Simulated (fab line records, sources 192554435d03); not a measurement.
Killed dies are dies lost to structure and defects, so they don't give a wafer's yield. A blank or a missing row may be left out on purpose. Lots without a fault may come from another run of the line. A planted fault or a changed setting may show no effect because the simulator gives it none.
Which tool did it? | flow n5_finfet | 10 lots, 30 wafers sampled, at 4 steps of a route of 1938

WHAT THE GAUGES READ, wafer by wafer
N5_BEOL_M4_RC_MEAS_101.
lot  | measured     | on        | VT_N_LVT (mV)
L644 | day 7 14:26  | prober-02 | 99.9 99.9 96.8
L647 | day 8 20:08  | prober-01 | 101.1 100.3 102.6
L648 | day 9 07:53  | prober-02 | 100.5 96.9 99.0
L652 | day 10 17:23 | prober-02 | 97.0 97.0 97.9
L653 | day 10 08:52 | prober-01 | 96.2 99.3 97.6
L655 | day 11 13:34 | prober-01 | 84.2 81.7 86.3
L656 | day 11 21:41 | prober-01 | 88.6 88.4 86.0
L663 | day 12 20:55 | prober-02 | 96.8 99.9 99.2
L666 | day 14 17:31 | prober-02 | 97.2 95.9 96.5
L667 | day 14 10:47 | prober-02 | 102.0 98.0 97.4

WHICH TOOL RAN EACH LOT (tool, then ch and the chambers of the sampled wafers, then the start)
lot  | N5_HKMG_FIN_RTA_80              | N5_BEOL_M4_ANNEAL_82         | N5_BEOL_M4_SPUTTER_88
L644 | rtp_anneal-01 ch 0, day 4 04:08 | pvd_sputter-01, day 7 10:02  | pvd_sputter-01, day 7 10:45
L647 | rtp_anneal-02 ch 0, day 4 21:04 | pvd_sputter-02, day 8 17:20  | pvd_sputter-02, day 8 17:42
L648 | rtp_anneal-02 ch 0, day 5 16:44 | pvd_sputter-02, day 9 05:29  | pvd_sputter-02, day 9 05:51
L652 | rtp_anneal-02 ch 0, day 6 00:06 | pvd_sputter-03, day 10 14:44 | pvd_sputter-03, day 10 15:05
L653 | rtp_anneal-02 ch 0, day 6 07:50 | pvd_sputter-01, day 10 04:41 | pvd_sputter-01, day 10 05:25
L655 | rtp_anneal-02 ch 0, day 6 16:46 | pvd_sputter-03, day 11 11:11 | pvd_sputter-03, day 11 11:33
L656 | rtp_anneal-02 ch 0, day 7 08:59 | pvd_sputter-01, day 11 18:53 | pvd_sputter-01, day 11 19:14
L663 | rtp_anneal-01 ch 0, day 8 21:08 | pvd_sputter-01, day 12 18:33 | pvd_sputter-01, day 12 18:55
L666 | rtp_anneal-01 ch 0, day 9 20:13 | pvd_sputter-03, day 14 14:45 | pvd_sputter-03, day 14 15:05
L667 | rtp_anneal-01 ch 0, day 9 23:17 | pvd_sputter-01, day 14 08:04 | pvd_sputter-01, day 14 08:25
- N5_HKMG_FIN_RTA_80: time 2 s.
- N5_BEOL_M4_ANNEAL_82: time 240 s.
- N5_BEOL_M4_SPUTTER_88: material Cu, target thk 4.5 nm, time 8.29 s.

THE ANSWER, worked out from the rows above alone
Rule: what is usual is taken from the lots themselves. Put in order of their means at a reading, lots are off if they are a third of the lots or fewer, leave a main group of 4 or more, and stand apart from it by a gap of 3 or more times the standard deviation of the main group's means; of several such gaps the widest counts. A main group whose means are all the same, to the digits that the tables above print for the reading, isn't used. A lot without any number at a reading at which 4 lots or more have one is off too. The other lots that the step has rows for count as sound.
Off: L655, L656, at N5_BEOL_M4_RC_MEAS_101 (VT_N_LVT). The main group: mean 98.5 mV, standard deviation 1.4.
A tool fits if, at a process step before that reading, it ran every lot that is off, and no sound lot after the first of them. The gauges at N5_BEOL_M4_RC_MEAS_101 are tried like those tools. Can't be told from this: 2 tools fit, rtp_anneal-02 at N5_HKMG_FIN_RTA_80, prober-01 at N5_BEOL_M4_RC_MEAS_101.

WHAT THE SIMULATOR HAD PUT IN
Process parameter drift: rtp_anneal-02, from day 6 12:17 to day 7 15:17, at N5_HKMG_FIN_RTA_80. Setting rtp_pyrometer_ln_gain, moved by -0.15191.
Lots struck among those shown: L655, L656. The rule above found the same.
